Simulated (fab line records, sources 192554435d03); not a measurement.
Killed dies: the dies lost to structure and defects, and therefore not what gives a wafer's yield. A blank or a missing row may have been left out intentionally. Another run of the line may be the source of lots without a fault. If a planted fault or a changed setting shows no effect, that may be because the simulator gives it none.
Check of tool commonality | flow n5-finfet | 26 wafers sampled across 9 lots

== WHY IT WAS OPENED ==
Flagged at N5_BEOL_M2_OCD_MEAS_38: reading trench-depth-nm, on 3 of 9 lots. Fault-free wafers read 56.3 nm, with a standard deviation of 1.1.
Rule: a lot is flagged in two cases, either no wafer of it has a number, or all its wafers with numbers fall more than 4 standard deviations from that mean. The rest of the lots are taken to be sound.

lot  | measured     | on     | trench-depth-nm (nm), wafer by wafer | flag
L603 | day 7 08:49  | ocd-02 | 57.6 55.9 57.0                       |
L607 | day 8 08:07  | ocd-02 | 0 0 0.5                              | FLAGGED
L609 | day 8 19:03  | ocd-01 | 0 0.2 0.3                            | FLAGGED
L610 | day 8 23:26  | ocd-02 | 0.1 0 0                              | FLAGGED
L615 | day 10 09:13 | ocd-01 | 55.8 56.0 57.1                       |
L617 | day 10 15:31 | ocd-02 | 54.5 57.3 55.1                       |
L618 | day 10 22:10 | ocd-02 | 57.1 55.0 57.8                       |
L621 | day 12 02:31 | ocd-02 | 57.3 57.1 56.2                       |
L623 | day 12 05:09 | ocd-02 | 56.3 55.9                            |
The numbers of the flagged lots are 0.1 nm on average: -56.2 nm against the usual, or -51 standard deviations.

== LOT BY LOT: THE TOOL USED ==
Before the reading, the record contains 2 process steps out of a 1938-step route. Every cell lists first the tool, next ch and the chambers used by the sampled wafers, and last the start.
lot  | flag    | N5_BEOL_M2_ETCH_63                 | N5_BEOL_M2_TRENCH_ETCH_37
L603 |         | rie-diel-03 ch 0,2,3, day 7 06:26  | rie-diel-01 ch 1,2,3, day 7 08:39
L607 | FLAGGED | rie-diel-01 ch 1,2, day 8 06:33    | rie-diel-01 ch 0,2,3, day 8 07:58
L609 | FLAGGED | rie-diel-05 ch 0,2,3, day 8 08:53  | rie-diel-03 ch 0,1,3, day 8 18:54
L610 | FLAGGED | rie-diel-01 ch 0,1, day 8 17:13    | rie-diel-01 ch 0,2, day 8 23:17
L615 |         | rie-diel-05 ch 0,1,2, day 10 03:34 | rie-diel-01 ch 0,2,3, day 10 09:03
L617 |         | rie-diel-05 ch 0,1,2, day 10 09:40 | rie-diel-01 ch 1,2, day 10 15:21
L618 |         | rie-diel-05 ch 0,1,3, day 10 18:56 | rie-diel-01 ch 0,1,2, day 10 22:01
L621 |         | rie-diel-01 ch 1,3, day 11 15:33   | rie-diel-01 ch 0,1,3, day 12 02:22
L623 |         | rie-diel-01 ch 0,1, day 11 23:17   | rie-diel-03 ch 1,3, day 12 04:59
What the steps here do:
- N5_BEOL_M2_ETCH_63: etches SiARC in CF4, target depth 15.6 nm, time 26 s.
- N5_BEOL_M2_TRENCH_ETCH_37: etches SiOC in C4F6/O2, target depth 55.555 nm, time 29.2 s.
- N5_BEOL_M2_OCD_MEAS_38

== FLAGGED AGAINST TOTAL, ONE TOOL AT A TIME (gauges that did the reading follow at the end) ==
step                      | tool        | lots run | flagged | share of the flagged lots | sound lots run after its first flagged lot
N5_BEOL_M2_ETCH_63        | rie-diel-01 | 4        | 2       | some                      | 2 (L621,L623)
N5_BEOL_M2_ETCH_63        | rie-diel-03 | 1        | 0       | none                      | -
N5_BEOL_M2_ETCH_63        | rie-diel-05 | 4        | 1       | some                      | 3 (L615,L617,L618)
N5_BEOL_M2_TRENCH_ETCH_37 | rie-diel-01 | 7        | 2       | some                      | 4 (L615,L617,L618,L621)
N5_BEOL_M2_TRENCH_ETCH_37 | rie-diel-03 | 2        | 1       | some                      | 1 (L623)
N5_BEOL_M2_OCD_MEAS_38    | ocd-01      | 2        | 1       | some                      | 1 (L615)
N5_BEOL_M2_OCD_MEAS_38    | ocd-02      | 7        | 2       | some                      | 4 (L617,L618,L621,L623)

== WHAT IS ALLOWED BY THE TABLE ==
No row of the table ran every flagged lot.

== WHAT THE SIMULATOR HAD INSERTED ==
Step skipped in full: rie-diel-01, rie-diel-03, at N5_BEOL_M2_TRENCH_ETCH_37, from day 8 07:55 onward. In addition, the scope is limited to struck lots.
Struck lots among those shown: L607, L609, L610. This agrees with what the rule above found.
